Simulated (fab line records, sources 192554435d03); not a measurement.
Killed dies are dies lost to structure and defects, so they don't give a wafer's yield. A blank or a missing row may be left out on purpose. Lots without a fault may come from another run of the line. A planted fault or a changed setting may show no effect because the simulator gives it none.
Split-lot experiment | flow n5_finfet | 7 lots, 21 wafers read, on a route of 1938 steps

THE SPLIT
At N5_BEOL_M0_SAQP_MANDREL_ETCH_20 (etches a-Si in HBr/Cl2, stops on SiNx, target depth 60 nm, bt time 10 s, time 30 s), the setting bias_w was moved away from the recipe's 75 W on 8 of the 21 wafers read, by -14.0% to +14.4%. The other wafers ran this setting at the recipe's value.

The reading is taken at the split's own step.

THE READING
SOC_of_BEOL_M0_SAQP_COAT_81.thk_nm (the simulator's own value, which no gauge read), in nm, at N5_BEOL_M0_SAQP_MANDREL_ETCH_20 (etches a-Si in HBr/Cl2, stops on SiNx, target depth 60 nm, bt time 10 s, time 30 s). The file gives no usual value for it. The 13 wafers here that ran the recipe average 76.0 nm, standard deviation 0.47 nm.

wafer  | tool, chamber at the split | bias_w as run, W | against the recipe | SOC_of_BEOL_M0_SAQP_COAT_81.thk_nm, nm | against lot-mates on the recipe
L075.1 | rie_si-06, 1               | 66.67            | -11.1%             | 77                                     | +1.2
L075.3 | rie_si-06, 0               | 75               | recipe             | 75.8                                   | -
L075.5 | rie_si-06, 0               | 75               | recipe             | 75.8                                   | -
L076.1 | rie_si-06, 0               | 75               | recipe             | 75.8                                   | -
L076.2 | rie_si-06, 3               | 75               | recipe             | 76.8                                   | -
L076.4 | rie_si-06, 1               | 75               | recipe             | 76.2                                   | -
L079.1 | rie_si-01, 2               | 64.49            | -14.0%             | 77.2                                   | +1.4
L079.2 | rie_si-01, 3               | 64.49            | -14.0%             | 77.6                                   | +1.8
L079.4 | rie_si-01, 0               | 75               | recipe             | 75.8                                   | -
L084.4 | rie_si-02, 1,0             | 75               | recipe             | 76.4                                   | -
L084.6 | rie_si-02, 1,0             | 75               | recipe             | 76.4                                   | -
L084.5 | rie_si-02, 3               | 75               | recipe             | 76.8                                   | -
L088.1 | rie_si-06, 2               | 69.59            | -7.2%              | 77                                     | +1.5
L088.2 | rie_si-06, 0               | 75               | recipe             | 75.4                                   | -
L088.4 | rie_si-06, 1               | 75               | recipe             | 75.6                                   | -
L094.1 | rie_si-02, 2               | 79.68            | +6.2%              | 76                                     | no lot-mate on the recipe
L094.5 | rie_si-02, 3               | 79.68            | +6.2%              | 75.6                                   | no lot-mate on the recipe
L094.6 | rie_si-02, 2               | 79.68            | +6.2%              | 75.8                                   | no lot-mate on the recipe
L096.1 | rie_si-01, 2               | 75               | recipe             | 75.4                                   | -
L096.4 | rie_si-01, 1               | 75               | recipe             | 76.4                                   | -
L096.6 | rie_si-01, 2               | 85.8             | +14.4%             | 74                                     | -1.9
Where a row lists several chambers, the file gives one row for several wafers and doesn't say which wafer went through which chamber.

THE FIT
A straight line over all 21 wafers: SOC_of_BEOL_M0_SAQP_COAT_81.thk_nm changes by -0.0999 nm for each +1% of bias_w; r = -0.83; the points scatter about the line by 0.45 nm.
The same after taking each lot's own level away (the mean of its wafers on the recipe; 18 wafers): -0.124 nm for each +1%; r = -0.93; scatter 0.32 nm.
On that fit, the largest move of bias_w shifts the reading by 1.8 nm.
The lots' own levels span 75.50 to 76.53 nm, that is 2.2 times the standard deviation above.
So the lot-to-lot level changes the slope: the two fits differ.
Check: with one of the wafers moved furthest among these (+14.4%) left out of the fit, the line predicts -1.7 nm for it against its lot-mates. It came out at -1.9 nm against them.

OTHER SPLITS ON THESE WAFERS
These wafers also went through other splits before the reading. Each is held against what the fit with the lots' levels taken away leaves over:
other split on the same wafers        | wafers away from the commonest value | r with SOC_of_BEOL_M0_SAQP_COAT_81.thk_nm (lot level and that fit taken away)
N5_GATE_CUT_ETCH_36 cf4_flow_sccm     | 8                                    | -0.23
N5_GATE_CUT_ALD_22 ald_cycles         | 5                                    | -0.06
N5_MOL_CONTACT_COAG_EXPOSE_37 dose_mj | 10                                   | -0.11
N5_MOL_CONTACT_COAG_ETCH_67 source_w  | 9                                    | -0.02

THE FILE'S OWN FIT
SOC_of_BEOL_M0_SAQP_COAT_81.thk_nm changes by -0.128 nm for each +1% of bias_w, r = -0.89.
